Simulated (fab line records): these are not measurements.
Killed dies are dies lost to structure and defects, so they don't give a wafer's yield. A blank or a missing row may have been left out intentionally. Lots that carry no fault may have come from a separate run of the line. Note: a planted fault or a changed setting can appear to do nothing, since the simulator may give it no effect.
fab line records    flow n5_finfet
record: lots: 10  wafers: 28  last_day: 16
route steps=1938 shown BEOL_M2@843 BEOL_M4@1111 PASSIVATION@1936
lots that met no fault: from a run of the same line without faults
start_h: the number of hours between the record's first day and the start of the first shown wafer of the lot    wait_h: time in hours since the lot's previous step    " identical to the entry in the row above    L1.1+2: a single row standing in for several wafers    - either no value or no given start    * or withheld: withheld    < > ~ a bound
route shown NAME@n: a module of which the file shows steps, and the number in the route of the first    usual: average and standard deviation across the fault-free wafers    same: alike in all rows    chamber/n: place in a boat    sites: the reading at each site    _std_site: standard deviation across them    _edge_site: inner sites' mean taken away from outer sites' mean    radius_mm: for every site, how far away it sits from the centre of the wafer    mask NAME#n: copy n    behind: the last tool/chamber to shape the wafer    hold: the reason the lot was held/the length of the hold in hours/how it ended    device: transistor that didn't switch, given as n, p or np    end of line: the route-end tests of the same wafers    a step without rows: its recipe alone    killed: dies that structure and defects cost at the first sort, which is not the same as the wafer's yield    map: per-die view of a wafer (x killed, . not killed, _ where there is no die)
set.NAME: the setting that was run; set.NAME@STEP: the one run at that earlier step    model.NAME: the simulator's own value behind a step, which no gauge read
steps of the route over a sample of lots; a table a step, a row a wafer
services: a tool's chamber out of use, with start hour (start_h, from the record's first day; less than 0 if before it), hours out, and reason
== steps ==
step: N5_BEOL_M2_PECVD_72
recipe: material: SiO2  target_thk_a: 160  temp_c: 400  precursor: TEOS/O2  pressure_torr: 5.5  rf_w: 450  teos_flow_sccm: 53.8  gas: O2  flow_sccm: 3000  time_s: 18
usual: heater_power_w: 699/57  showerhead_plenum_p_Torr: 8.80/0.069  throttle_valve_pct: 21.6/0.85
lot.wafer  tool      chamber  start_h  wait_h  heater_power_w  showerhead_plenum_p_Torr  throttle_valve_pct
L828.3     pecvd-03  2        134.32   0.0     714             8.86                      23.2
L828.4     "         0        "        "       750             8.90                      21.5
L828.5     "         1        "        "       731             8.81                      21.1
L829.1     pecvd-04  0        137.40   0.0     655             8.73                      21.2
L829.2     "         2        "        "       808             8.77                      19.8
L829.3     "         1        "        "       599             8.70                      21.5
L832.2     pecvd-04  1        158.15   0.0     678             8.70                      21.3
L832.3     "         2        "        "       698             8.78                      19.8
L832.4     "         1        "        "       669             8.70                      21.4
L833.2     pecvd-03  1        169.37   0.0     726             8.81                      20.9
L833.3     "         2        "        "       587             8.87                      22.9
L833.4     "         2        "        "       593             8.87                      22.7
L834.1     pecvd-04  1        173.15   0.0     731             8.66                      21.4
L834.6     "         2        "        "       855             8.80                      19.8
L838.1     pecvd-03  2        194.63   0.0     651             8.88                      23.0
L838.2     "         0        "        "       635             8.92                      22.0
L838.6     "         0        "        "       638             8.91                      22.1
L840.3     pecvd-01  1        212.37   0.0     667             8.86                      21.7
L840.4     "         1        "        "       667             8.86                      21.6
L840.5     "         0        "        "       722             8.82                      22.0
L841.1     pecvd-01  2        218.45   0.0     583             8.78                      21.9
L841.2     "         0        "        "       760             8.79                      22.1
L841.5     "         1        "        "       707             8.84                      21.4
L843.4     pecvd-04  0        225.13   0.1     679             8.72                      21.4
L843.5     "         2        "        "       702             8.77                      20.0
L843.6     "         1        "        "       664             8.68                      21.5
L845.1     pecvd-04  0        247.47   0.0     663             8.74                      21.3
L845.5     "         0        "        "       667             8.73                      21.5
step: N5_BEOL_M2_SPUTTER_90
recipe: material: Cu  target_thk_a: 45  temp_c: -20  chamber_pressure_pa: 0.07  power_w: withheld  time_s: 8.29
usual: throttle_valve_pct: 29.4/0.94
lot.wafer  tool            chamber  start_h  wait_h  throttle_valve_pct
L828.3     pvd_sputter-01  -        145.24   0.1     30.0
L828.4     "               -        "        "       28.8
L828.5     "               -        "        "       28.8
L829.1     pvd_sputter-01  -        147.62   0.1     28.5
L829.2     "               -        "        "       29.5
L829.3     "               -        "        "       28.8
L832.2     pvd_sputter-02  -        162.64   0.1     29.8
L832.3     "               -        "        "       29.0
L832.4     "               -        "        "       32.0
L833.2     pvd_sputter-03  -        181.37   0.1     29.2
L833.3     "               -        "        "       28.9
L833.4     "               -        "        "       28.7
L834.1     pvd_sputter-01  -        187.25   0.1     29.6
L834.6     "               -        "        "       28.6
L838.1     pvd_sputter-03  -        201.55   0.1     29.0
L838.2     "               -        "        "       28.5
L838.6     "               -        "        "       28.8
L840.3     pvd_sputter-02  -        220.44   0.1     30.0
L840.4     "               -        "        "       29.0
L840.5     "               -        "        "       29.9
L841.1     pvd_sputter-01  -        234.72   0.1     29.0
L841.2     "               -        "        "       30.0
L841.5     "               -        "        "       29.6
L843.4     pvd_sputter-03  -        249.11   0.1     29.2
L843.5     "               -        "        "       28.8
L843.6     "               -        "        "       28.9
L845.1     pvd_sputter-03  -        252.38   0.1     28.6
L845.5     "               -        "        "       29.1
step: N5_BEOL_M2_ANNEAL_51
recipe: temp_c: 225  time_s: 90  ambient: N2
usual: wafer_temp_C_max: 226.5/0.48
lot.wafer  tool           chamber  start_h  wait_h  wafer_temp_C_max
L828.3     rtp_anneal-02  0        146.26   0.2     227.2
L828.4     "              0        "        "       227.2
L828.5     "              0        "        "       226.6
L829.1     rtp_anneal-02  0        148.48   0.1     227.3
L829.2     "              0        "        "       226.5
L829.3     "              0        "        "       227.2
L832.2     rtp_anneal-02  0        163.74   0.3     227.2
L832.3     "              0        "        "       226.7
L832.4     "              0        "        "       226.7
L833.2     rtp_anneal-01  0        182.27   0.1     225.8
L833.3     "              0        "        "       225.5
L833.4     "              0        "        "       226.2
L834.1     rtp_anneal-02  0        188.10   0.1     227.1
L834.6     "              0        "        "       227.3
L838.1     rtp_anneal-01  0        207.88   0.1     226.3
L838.2     "              0        "        "       226.4
L838.6     "              0        "        "       226.2
L840.3     rtp_anneal-02  0        221.39   0.1     226.6
L840.4     "              0        "        "       227.1
L840.5     "              0        "        "       226.7
L841.1     rtp_anneal-02  0        235.58   0.1     226.5
L841.2     "              0        "        "       227.5
L841.5     "              0        "        "       226.5
L843.4     rtp_anneal-01  0        250.37   0.4     226.3
L843.5     "              0        "        "       226.3
L843.6     "              0        "        "       226.4
L845.1     rtp_anneal-01  0        253.29   0.1     226.2
L845.5     "              0        "        "       226.0
step: N5_BEOL_M2_CMP_52
recipe: stop_on: SiOC  t_overpolish_s: 6.8  down_force_psi: 1  platen_rpm: 50  clearing_platen_down_force_psi: 1.5  clearing_platen_rpm: 50  post_cmp_clean: cu_alkaline  target_thk_nm: 40  clearing_platen_pad_velocity_m_s: 0.99484  pad_velocity_m_s: 0.99484
usual: barrier_field_endpoint_s: 24.7/0.85  motor_current_A: 6.1/0.76  retaining_ring_pressure_frac: 1.000/0.0048  slurry_filter_dp_kPa: 13.51/0.13  slurry_flow_ml_min: 149.9/0.46
lot.wafer  tool    chamber  start_h  wait_h  barrier_field_endpoint_s  motor_current_A  retaining_ring_pressure_frac  slurry_filter_dp_kPa  slurry_flow_ml_min
L828.3     cmp-01  1        146.73   0.4     23.3                      6.6              0.999                         13.50                 149.5
L828.4     "       2        "        "       25.1                      6.7              1.008                         13.47                 150.4
L828.5     "       1        "        "       23.3                      6.8              1.011                         13.62                 149.2
L829.3     cmp-04  0        148.77   0.2     25.0                      6.0              0.996                         13.41                 150.0
L829.2     "       2        "        "       24.8                      5.1              0.996                         13.61                 149.9
L829.1     "       3        "        "       24.1                      5.9              0.995                         13.46                 149.7
L832.3     cmp-01  3        164.00   0.2     23.8                      7.9              1.000                         13.56                 150.4
L832.4     "       0        "        "       24.1                      6.2              1.002                         13.42                 150.6
L832.2     "       1        "        "       23.2                      6.9              0.999                         13.61                 151.2
L833.2     cmp-01  0        183.01   0.7     23.9                      6.4              0.997                         13.24                 150.2
L833.3     "       1        "        "       23.6                      6.3              0.994                         13.61                 150.0
L833.4     "       3        "        "       24.9                      8.0              1.005                         13.76                 150.1
L834.1     cmp-03  2        188.44   0.3     24.8                      6.0              1.000                         13.56                 150.8
L834.6     "       1        "        "       25.5                      6.4              0.998                         13.29                 149.3
L838.2     cmp-04  0        208.18   0.2     26.7                      5.9              0.995                         13.33                 149.8
L838.1     "       1        "        "       25.0                      5.4              1.000                         13.50                 150.1
L838.6     "       0        "        "       26.2                      5.7              1.000                         13.62                 149.7
L840.3     cmp-03  3        221.64   0.2     25.6                      5.0              1.002                         13.40                 149.6
L840.4     "       0        "        "       25.1                      5.5              1.000                         13.62                 149.0
L840.5     "       3        "        "       26.0                      5.2              1.003                         13.44                 149.7
L841.2     cmp-03  1        235.88   0.2     25.3                      6.5              0.997                         13.61                 149.9
L841.1     "       0        "        "       24.8                      5.6              0.996                         13.37                 149.1
L841.5     "       1        "        "       25.7                      6.3              1.006                         13.41                 149.4
L843.4     cmp-03  0        250.57   0.2     13.1                      5.6              1.002                         13.68                 150.1
L843.5     "       3        "        "       13.0                      5.1              0.999                         13.41                 149.9
L843.6     "       0        "        "       24.4                      5.9              1.002                         13.41                 149.1
L845.1     cmp-01  2        253.70   0.4     24.7                      7.0              1.000                         13.52                 149.9
L845.5     "       3        "        "       13.5                      7.8              0.996                         13.39                 150.3
step: N5_BEOL_M2_PRE_CLEAN_60
recipe: gas: NH3/H2  time_s: 15  temp_c: *  rf_power_w: 300
usual: heater_power_w: 102/29
lot.wafer  tool       chamber  start_h  wait_h  heater_power_w
L828.3     cvd_co-02  0        147.02   0.0     110
L828.4     "          1        "        "       81
L828.5     "          0        "        "       113
L829.1     cvd_co-02  0        149.10   0.0     108
L829.2     "          2        "        "       73
L829.3     "          1        "        "       80
L832.2     cvd_co-02  2        164.42   0.1     70
L832.3     "          0        "        "       108
L832.4     "          1        "        "       81
L833.2     cvd_co-02  1        183.57   0.3     82
L833.3     "          2        "        "       71
L833.4     "          2        "        "       71
L834.1     cvd_co-01  1        188.73   0.0     61
L834.6     "          0        "        "       94
L838.1     cvd_co-01  0        208.51   0.0     92
L838.2     "          2        "        "       144
L838.6     "          2        "        "       143
L840.3     cvd_co-01  2        221.96   0.1     143
L840.4     "          0        "        "       94
L840.5     "          0        "        "       94
L841.1     cvd_co-02  1        236.21   0.0     82
L841.2     "          0        "        "       112
L841.5     "          2        "        "       72
L843.4     cvd_co-02  2        250.88   0.1     71
L843.5     "          0        "        "       113
L843.6     "          1        "        "       81
L845.1     cvd_co-01  2        253.92   0.0     145
L845.5     "          2        "        "       148
step: N5_BEOL_M4_RC_MEAS_101
usual: DIBL_N: 36.2/2.2  DIBL_P: 36.5/3  IOFF_N: 0.16/0.039  IOFF_P: 0.22/0.047  ION_N: 675/15  ION_P: 463/10  SS_N: 71.6/0.71  SS_P: 73.4/0.94  VT_N: 250/3.6  VT_P: -250/3.9
lot.wafer  tool       chamber  start_h  wait_h  DIBL_N[mV/V]  DIBL_P[mV/V]  IOFF_N[nA/um]  IOFF_P[nA/um]  ION_N[uA/um]  ION_P[uA/um]  SS_N[mV/dec]  SS_P[mV/dec]  VT_N[mV]  VT_P[mV]
L828.3     prober-01  0        167.53   0.3     36.4          33.6          0.14           0.17           661           450           71.7          72.8          251       -255
L828.4     "          0        "        "       34.3          31.7          0.12           0.16           666           458           71.3          72.0          249       -254
L828.5     "          0        "        "       34.3          31.1          0.12           0.14           654           450           71.8          72.2          251       -253
L829.1     prober-02  0        169.20   0.0     35.0          34.9          0.13           0.22           644           451           71.5          73.5          255       -250
L829.2     "          0        "        "       34.3          32.9          0.11           0.16           654           455           70.7          72.8          255       -253
L829.3     "          0        "        "       33.8          33.2          0.13           0.18           670           464           70.5          73.0          250       -250
L832.2     prober-01  0        189.36   0.2     38.5          39.0          0.20           0.28           687           476           72.4          73.7          247       -245
L832.3     "          0        "        "       35.3          35.3          0.14           0.23           662           462           70.6          73.4          249       -245
L832.4     "          0        "        "       37.7          37.4          0.18           0.25           690           473           71.3          72.9          246       -245
L833.2     prober-02  0        200.96   0.2     35.2          36.0          0.16           0.22           676           464           71.9          74.0          249       -249
L833.3     "          0        "        "       34.7          34.5          0.15           0.19           674           457           71.3          73.0          250       -249
L833.4     "          0        "        "       38.8          40.0          0.24           0.31           690           474           73.3          75.5          243       -246
L834.1     prober-01  0        214.21   0.0     39.0          40.5          0.18           0.25           696           479           71.5          73.8          250       -249
L834.6     "          0        "        "       38.5          40.0          0.18           0.24           694           477           71.4          74.2          250       -247
L838.1     prober-02  0        230.48   0.0     35.6          36.8          0.15           0.21           663           463           71.8          73.6          252       -248
L838.2     "          0        "        "       35.6          36.7          0.15           0.20           690           473           71.2          73.7          251       -251
L838.6     "          0        "        "       33.2          34.3          0.12           0.18           657           454           70.3          73.6          255       -251
L840.3     prober-02  0        256.66   0.3     35.9          35.5          0.14           0.19           686           468           71.3          72.7          249       -251
L840.4     "          0        "        "       41.9          41.5          0.26           0.29           690           470           73.5          74.6          243       -248
L840.5     "          0        "        "       36.9          35.8          0.15           0.19           685           461           71.1          73.0          253       -253
L841.1     prober-01  0        256.84   0.0     38.2          38.9          0.18           0.21           669           458           71.9          74.2          249       -252
L841.2     "          0        "        "       35.4          36.4          0.13           0.17           667           461           71.2          73.1          253       -256
L841.5     "          0        "        "       34.8          36.2          0.15           0.19           698           475           70.6          73.2          248       -252
L843.4     prober-02  0        272.44   0.5     36.4          37.1          0.15           0.20           681           471           71.8          73.2          253       -250
L843.5     "          0        "        "       36.7          37.5          0.15           0.21           680           474           71.8          73.5          252       -250
L843.6     "          0        "        "       33.9          33.5          0.12           0.16           657           453           70.7          72.0          254       -253
L845.1     prober-02  0        285.12   0.1     35.0          32.9          0.14           0.19           659           457           71.0          71.6          251       -249
L845.5     "          0        "        "       40.5          40.7          0.26           0.32           702           479           73.5          74.1          244       -242
step: N5_PASSIVATION_PROBE_49
usual: defect_limited_yield: 91.5/1.5  killed_at_M0_to_M3: 32/10  killed_at_M4_up: 13/4.9  killed_at_contacts: 13/6.1  killed_at_front_end: 38/11  killed_at_other: 3/3.2  killed_dies: 101/18  killed_on_rim: 13/4.4  killed_open: 66/13  killed_short: 32/8.3  sort_bin_4_leakage: 0.00/0.018  sort_bin_5_function: 5.0/1  sort_bin_6_memory: 3.2/0.74  sort_bin_8_speed: 0.1/1.1  sort_n_pass: 1078/22  sort_yield_pct: 91.3/1.9
same: gross_dies: 1180  killed_at_back_side: 0
lot.wafer  tool       chamber  start_h  wait_h  defect_limited_yield[%]  killed_at_M0_to_M3  killed_at_M4_up  killed_at_contacts  killed_at_front_end  killed_at_other  killed_dies  killed_on_rim  killed_open  killed_short  sort_bin_4_leakage[%]  sort_bin_5_function[%]  sort_bin_6_memory[%]  sort_bin_8_speed[%]  sort_n_pass  sort_yield_pct[%]
L828.3     prober-01  -        268.89   0.1     94.1                     14                  4                10                  40                   2                70           11             39           29            0                      3.0                     2.5                   0                    1110         94.1
L828.4     prober-01  -        268.94   0.2     93.0                     13                  17               18                  30                   5                83           10             50           27            0                      5.3                     1.6                   0                    1097         93.0
L828.5     prober-01  -        268.99   0.2     92.8                     14                  11               18                  41                   1                85           13             58           26            0                      4.8                     2.3                   0                    1095         92.8
L829.1     prober-01  -        281.43   0.0     91.6                     27                  17               13                  42                   0                99           8              66           28            0                      4.7                     3.6                   0.1                  1080         91.5
L829.2     prober-01  -        281.48   0.1     91.6                     28                  11               19                  38                   3                99           21             59           32            0                      4.2                     4.0                   0                    1081         91.6
L829.3     prober-01  -        281.53   0.1     92.5                     35                  11               11                  31                   1                89           11             58           28            0                      4.6                     2.6                   0                    1091         92.5
L832.2     prober-02  -        299.39   0.1     91.2                     27                  18               15                  36                   8                104          12             65           36            0                      5.5                     2.9                   0                    1076         91.2
L832.3     prober-02  -        299.44   0.1     87.5                     29                  14               36                  60                   8                147          17             81           58            0                      6.2                     5.5                   0                    1033         87.5
L832.4     prober-02  -        299.49   0.2     91.4                     24                  18               13                  41                   6                102          17             74           22            0                      4.7                     3.7                   0                    1078         91.4
L833.2     prober-01  -        311.52   0.1     89.9                     23                  10               12                  66                   8                119          14             73           42            0                      5.9                     3.5                   0                    1061         89.9
L833.3     prober-01  -        311.57   0.1     89.7                     37                  14               12                  55                   4                122          27             78           32            0                      6.2                     3.0                   0                    1058         89.7
L833.4     prober-01  -        311.62   0.2     91.4                     29                  4                11                  46                   12               102          16             56           33            0                      4.7                     3.0                   0                    1078         91.4
L834.1     prober-02  -        326.72   0.0     88.8                     35                  17               16                  59                   5                132          19             86           44            0                      5.8                     5.0                   0                    1048         88.8
L834.6     prober-02  -        326.97   0.3     88.1                     33                  16               7                   65                   20               141          30             87           48            0                      7.5                     3.8                   0                    1039         88.1
L838.1     prober-01  -        335.35   0.0     92.7                     23                  12               12                  35                   4                86           9              54           30            0                      4.5                     2.6                   0                    1094         92.7
L838.2     prober-01  -        335.40   0.1     92.0                     20                  16               22                  24                   12               94           11             70           22            0                      4.8                     2.8                   0                    1086         92.0
L838.6     prober-01  -        335.60   0.3     91.5                     39                  4                16                  36                   5                100          11             62           37            0                      4.3                     3.7                   0                    1080         91.5
L841.1     prober-01  -        356.65   0.0     90.8                     28                  14               23                  39                   5                109          17             72           26            0                      5.4                     2.9                   0                    1071         90.8
L841.2     prober-01  -        356.70   0.1     92.2                     24                  11               28                  29                   0                92           14             66           23            0                      4.3                     3.2                   0                    1088         92.2
L841.5     prober-01  -        356.85   0.2     90.6                     32                  21               17                  35                   6                111          16             66           41            0                      4.7                     4.4                   0                    1069         90.6
L840.3     prober-02  -        361.25   0.1     91.3                     31                  13               24                  30                   5                103          12             76           26            0                      5.3                     2.7                   0                    1077         91.3
L840.4     prober-02  -        361.30   0.2     90.6                     53                  16               15                  24                   3                111          15             72           38            0                      5.0                     4.2                   0                    1069         90.6
L840.5     prober-02  -        361.35   0.2     91.4                     45                  15               14                  24                   3                101          17             69           29            0                      5.1                     3.4                   0                    1079         91.4
L843.4     prober-01  -        386.88   0.2     91.4                     23                  11               15                  51                   1                101          11             68           32            0                      5.3                     3.1                   0                    1079         91.4
L843.5     prober-01  -        386.93   0.2     91.4                     26                  24               7                   43                   2                102          15             61           40            0                      5.2                     3.1                   0                    1078         91.4
L843.6     prober-01  -        386.98   0.3     89.7                     37                  16               7                   53                   8                121          27             83           36            0                      6.2                     3.7                   0                    1059         89.7
L845.1     prober-02  -        392.76   0.5     90.6                     35                  8                23                  33                   12               111          10             70           41            0                      6.1                     3.1                   0                    1069         90.6
L845.5     prober-02  -        392.96   0.7     93.1                     21                  6                11                  34                   9                81           10             57           24            0.08                   4.4                     2.5                   0                    1098         93.1
killed by level:class
L828.3 FIN_SAQP:geometric_particle:short=13 FIN_SAQP:geometric_particle:open=7 STI_FIN_REVEAL:geometric_particle:open=7 MOL_CONTACT_COAG:geometric_particle:short=5 MOL_CONTACT_COAG:geometric_particle:open=5 BEOL_M0_SAQP:geometric_particle:open=4 BEOL_M3:geometric_particle:open=3 STARTING-WAFER:geometric_particle:short=3
L828.4 MOL_CONTACT_COAG:geometric_particle:open=14 FIN_SAQP:geometric_particle:open=7 BEOL_M4:geometric_particle:open=6 FIN_SAQP:geometric_particle:short=5 STI_FIN_REVEAL:geometric_particle:open=5 MOL_CONTACT_COAG:geometric_particle:short=4 BEOL_M3:geometric_particle:open=4 PASS1_CAP:geometric_particle:short=3
L828.5 FIN_SAQP:geometric_particle:open=15 MOL_CONTACT_COAG:geometric_particle:open=14 FIN_SAQP:geometric_particle:short=8 STI_FIN_REVEAL:geometric_particle:open=5 MOL_CONTACT_COAG:geometric_particle:short=4 BEOL_M0_SAQP:geometric_particle:open=4 STI_FIN_REVEAL:geometric_particle:short=3 BEOL_M3:geometric_particle:open=3
L829.1 FIN_SAQP:geometric_particle:open=10 MOL_CONTACT_COAG:geometric_particle:open=9 STI_FIN_REVEAL:geometric_particle:open=7 BEOL_M0_SAQP:geometric_particle:short=7 BEOL_M1:geometric_particle:open=7 BEOL_M2:geometric_particle:open=6 BEOL_M4:geometric_particle:open=6 STARTING-WAFER:geometric_particle:open=6
L829.2 MOL_CONTACT_COAG:geometric_particle:open=14 FIN_SAQP:geometric_particle:open=11 STI_FIN_REVEAL:geometric_particle:short=6 STI_FIN_REVEAL:geometric_particle:open=6 FIN_SAQP:geometric_particle:short=5 BEOL_M1:geometric_particle:open=5 BEOL_M1:geometric_particle:short=5 MOL_CONTACT_COAG:geometric_particle:short=4
L829.3 STI_FIN_REVEAL:geometric_particle:open=11 BEOL_M1:geometric_particle:open=8 MOL_CONTACT_COAG:geometric_particle:open=8 BEOL_M0_SAQP:geometric_particle:short=7 BEOL_M0_SAQP:geometric_particle:open=6 GATE_CUT:geometric_particle:open=5 GATE_CUT:geometric_particle:short=4 BEOL_M2:geometric_particle:open=4
L832.2 MOL_CONTACT_COAG:geometric_particle:open=12 BEOL_M0_SAQP:geometric_particle:open=11 FIN_SAQP:geometric_particle:short=10 BEOL_M0_SAQP:geometric_particle:short=8 BEOL_M4:geometric_particle:open=8 FIN_SAQP:geometric_particle:open=7 STI_FIN_REVEAL:geometric_particle:open=7 BEOL_M5:geometric_particle:open=5
L832.3 MOL_CONTACT_COAG:geometric_particle:open=27 FIN_SAQP:geometric_particle:short=16 FIN_SAQP:geometric_particle:open=14 MOL_CONTACT_COAG:geometric_particle:short=7 BEOL_M0_SAQP:geometric_particle:short=7 BEOL_M0_SAQP:geometric_particle:open=7 DUMMY_GATE:geometric_particle:open=5 BEOL_M1:geometric_particle:open=5
L832.4 MOL_CONTACT_COAG:geometric_particle:open=12 FIN_SAQP:geometric_particle:open=10 FIN_SAQP:geometric_particle:short=8 DUMMY_GATE:geometric_particle:open=7 BEOL_M2:geometric_particle:open=7 STI_FIN_REVEAL:geometric_particle:open=6 BEOL_M1:geometric_particle:open=4 BEOL_M4:geometric_particle:open=4
L833.2 FIN_SAQP:geometric_particle:open=22 FIN_SAQP:geometric_particle:short=12 STI_FIN_REVEAL:geometric_particle:open=10 GATE_CUT:geometric_particle:short=8 MOL_CONTACT_COAG:geometric_particle:open=8 BEOL_M2:geometric_particle:open=8 BEOL_M1:geometric_particle:open=6 GATE_CUT:geometric_particle:open=4
L833.3 FIN_SAQP:geometric_particle:open=24 BEOL_M0_SAQP:geometric_particle:open=9 HKMG_FIN:area_etch=8 FIN_SAQP:geometric_particle:short=7 MOL_CONTACT_COAG:geometric_particle:open=7 BEOL_M0_SAQP:geometric_particle:short=7 BEOL_M2:geometric_particle:open=7 MOL_CONTACT_COAG:geometric_particle:short=5
L833.4 STI_FIN_REVEAL:geometric_particle:open=10 MOL_CONTACT_COAG:geometric_particle:open=9 BEOL_M0_SAQP:geometric_particle:short=8 HKMG_FIN:area_etch=8 FIN_SAQP:geometric_particle:open=7 FIN_SAQP:geometric_particle:short=7 PAD_METAL:geometric_particle:open=6 DUMMY_GATE:geometric_particle:open=4
L834.1 STI_FIN_REVEAL:geometric_particle:open=25 MOL_CONTACT_COAG:geometric_particle:open=12 BEOL_M0_SAQP:geometric_particle:short=10 BEOL_M0_SAQP:geometric_particle:open=7 BEOL_M1:geometric_particle:open=7 FIN_SAQP:geometric_particle:open=6 FIN_SAQP:geometric_particle:short=6 STI_FIN_REVEAL:geometric_particle:short=5
L834.6 STI_FIN_REVEAL:geometric_particle:open=32 STI_FIN_REVEAL:geometric_particle:short=10 FIN_SAQP:geometric_particle:short=9 BEOL_M0_SAQP:geometric_particle:open=6 BEOL_M3:geometric_particle:open=6 MIM_TOP_ETCH:geometric_particle:open=6 MOL_CONTACT_COAG:geometric_particle:open=6 BEOL_M4:geometric_particle:open=6
L838.1 MOL_CONTACT_COAG:geometric_particle:open=11 FIN_SAQP:geometric_particle:short=7 STI_FIN_REVEAL:geometric_particle:open=7 GATE_CUT:geometric_particle:short=7 BEOL_M3:geometric_particle:open=7 DUMMY_GATE:geometric_particle:open=4 GATE_CUT:geometric_particle:open=4 BEOL_M0_SAQP:geometric_particle:open=4
L838.2 MOL_CONTACT_COAG:geometric_particle:open=19 DUMMY_GATE:geometric_particle:open=8 BEOL_M4:geometric_particle:open=8 BEOL_M1:geometric_particle:open=6 PAD_METAL:geometric_particle:short=5 BEOL_M0_SAQP:geometric_particle:short=4 STARTING-WAFER:geometric_particle:open=4 BEOL_M0_SAQP:geometric_particle:open=3
L838.6 STI_FIN_REVEAL:geometric_particle:open=12 BEOL_M0_SAQP:geometric_particle:short=12 MOL_CONTACT_COAG:geometric_particle:open=9 FIN_SAQP:geometric_particle:short=7 MOL_CONTACT_COAG:geometric_particle:short=7 BEOL_M0_SAQP:geometric_particle:open=7 BEOL_M3:geometric_particle:open=5 DUMMY_GATE:geometric_particle:open=4
L841.1 MOL_CONTACT_COAG:geometric_particle:open=19 BEOL_M3:geometric_particle:open=14 FIN_SAQP:geometric_particle:short=11 HKMG_FIN:area_etch=8 STI_FIN_REVEAL:geometric_particle:open=7 FIN_SAQP:geometric_particle:open=5 BEOL_M0_SAQP:geometric_particle:open=4 MOL_CONTACT_COAG:geometric_particle:short=3
L841.2 MOL_CONTACT_COAG:geometric_particle:open=23 BEOL_M3:geometric_particle:open=7 FIN_SAQP:geometric_particle:short=6 FIN_SAQP:geometric_particle:open=6 STI_FIN_REVEAL:geometric_particle:short=5 BEOL_M0_SAQP:geometric_particle:open=5 MOL_CONTACT_COAG:geometric_particle:short=4 BEOL_M1:geometric_particle:open=4
L841.5 MOL_CONTACT_COAG:geometric_particle:open=14 BEOL_M3:geometric_particle:open=11 BEOL_M4:geometric_particle:open=8 STARTING-WAFER:geometric_particle:short=7 FIN_SAQP:geometric_particle:open=6 BEOL_M0_SAQP:geometric_particle:short=6 STI_FIN_REVEAL:geometric_particle:open=5 BEOL_M0_SAQP:geometric_particle:open=4
L840.3 MOL_CONTACT_COAG:geometric_particle:open=18 STI_FIN_REVEAL:geometric_particle:open=14 BEOL_M0_SAQP:geometric_particle:open=8 BEOL_M4:geometric_particle:open=8 BEOL_M0_SAQP:geometric_particle:short=7 MOL_CONTACT_COAG:geometric_particle:short=6 FIN_SAQP:geometric_particle:open=5 BEOL_M0:geometric_particle:open=4
L840.4 BEOL_M0_SAQP:geometric_particle:open=21 BEOL_M0_SAQP:geometric_particle:short=17 MOL_CONTACT_COAG:geometric_particle:open=12 BEOL_M5:geometric_particle:open=7 BEOL_M1:geometric_particle:open=5 STARTING-WAFER:geometric_particle:short=5 BEOL_M4:geometric_particle:open=4 STARTING-WAFER:geometric_particle:open=4
L840.5 MOL_CONTACT_COAG:geometric_particle:open=13 BEOL_M0_SAQP:geometric_particle:open=13 STI_FIN_REVEAL:geometric_particle:open=9 BEOL_M0_SAQP:geometric_particle:short=7 BEOL_M0:geometric_particle:open=6 BEOL_M2:geometric_particle:open=5 FIN_SAQP:geometric_particle:short=4 BEOL_M2:geometric_particle:short=4
L843.4 STI_FIN_REVEAL:geometric_particle:open=13 MOL_CONTACT_COAG:geometric_particle:open=13 FIN_SAQP:geometric_particle:short=8 STARTING-WAFER:geometric_particle:open=6 FIN_SAQP:geometric_particle:open=5 BEOL_M0:geometric_particle:open=5 STI_FIN_REVEAL:geometric_particle:short=4 BEOL_M0_SAQP:geometric_particle:short=4
L843.5 BEOL_M4:geometric_particle:open=11 FIN_SAQP:geometric_particle:short=10 BEOL_M2:geometric_particle:open=9 STI_FIN_REVEAL:geometric_particle:open=9 MOL_CONTACT_COAG:geometric_particle:open=6 BEOL_M4:geometric_particle:short=6 FIN_SAQP:geometric_particle:open=5 STARTING-WAFER:geometric_particle:short=5
L843.6 BEOL_M2:geometric_particle:open=14 FIN_SAQP:geometric_particle:short=12 STI_FIN_REVEAL:geometric_particle:open=12 FIN_SAQP:geometric_particle:open=10 BEOL_M3:geometric_particle:open=8 BEOL_M5:geometric_particle:open=5 BEOL_M4:geometric_particle:open=5 MOL_CONTACT_COAG:geometric_particle:open=4
L845.1 MOL_CONTACT_COAG:geometric_particle:open=19 BEOL_M1:geometric_particle:open=12 STI_FIN_REVEAL:geometric_particle:open=8 BEOL_M1:geometric_particle:short=8 BEOL_M2:geometric_particle:open=5 MOL_CONTACT_COAG:geometric_particle:short=4 MIM_TOP_ETCH:geometric_particle:open=4 STARTING-WAFER:geometric_particle:short=4
L845.5 MOL_CONTACT_COAG:geometric_particle:open=10 BEOL_M1:geometric_particle:open=7 STI_FIN_REVEAL:geometric_particle:open=6 DUMMY_GATE:geometric_particle:open=6 FIN_SAQP:geometric_particle:short=5 STARTING-WAFER:geometric_particle:open=5 BEOL_M0:geometric_particle:open=4 GATE_CUT:geometric_particle:short=3
== services ==
tool            chamber  start_h  hours  kind
pecvd-04        2        115.95   6.9    repair
cmp-04          -        117.45   1.1    repair
pecvd-01        -        120.19   2.0    repair
pvd_sputter-03  -        121.47   2.2    repair
cmp-04          -        121.91   4.0    pm
pecvd-01        -        126.90   0.9    repair
cmp-01          -        135.99   0.7    repair
cmp-04          -        138.52   3.1    repair
cmp-04          -        163.46   1.9    repair
pecvd-04        -        170.44   0.4    repair
cvd_co-01       -        171.25   14.6   pm
pvd_sputter-02  -        174.82   1.6    repair
pecvd-03        1        184.02   19.0   repair
cvd_co-02       -        185.90   14.6   pm
pecvd-04        -        190.11   0.7    repair
cvd_co-01       1        194.93   65.5   repair
cmp-03          -        198.74   14.5   pm
pecvd-04        2        206.38   3.8    repair
cvd_co-01       -        211.02   2.8    pm
cmp-01          -        214.55   4.0    pm
cmp-01          -        218.55   -      consumable_replace:conditioner
cmp-01          -        218.55   -      consumable_replace:pad
cmp-03          -        223.03   0.7    repair
cmp-04          -        232.99   0.6    repair
== key ==
first_sign: step: N5_BEOL_M2_CMP_52  reading: barrier_field_endpoint_s  direction: down  sigmas: 14  usual: 24.7  struck: 13.2
effect none on later readings
met_at N5_BEOL_M2_PECVD_72
struck_lots L843,L845
struck_wafers L843.4,L843.5,L845.5
not_acting_at N5_BEOL_M2_SPUTTER_90,N5_BEOL_M2_ANNEAL_51,N5_BEOL_M2_PRE_CLEAN_60
onset_between 173.15 225.13
fault: kind: process_parameter_drift  tool: pecvd-04  chamber: -  onset_h: 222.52  steps: N5_BEOL_M2_PECVD_72  channel: time_s  offset: *  shape: step  end_h: 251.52  scope: struck_wafers_only  acts_in: *  stated: *
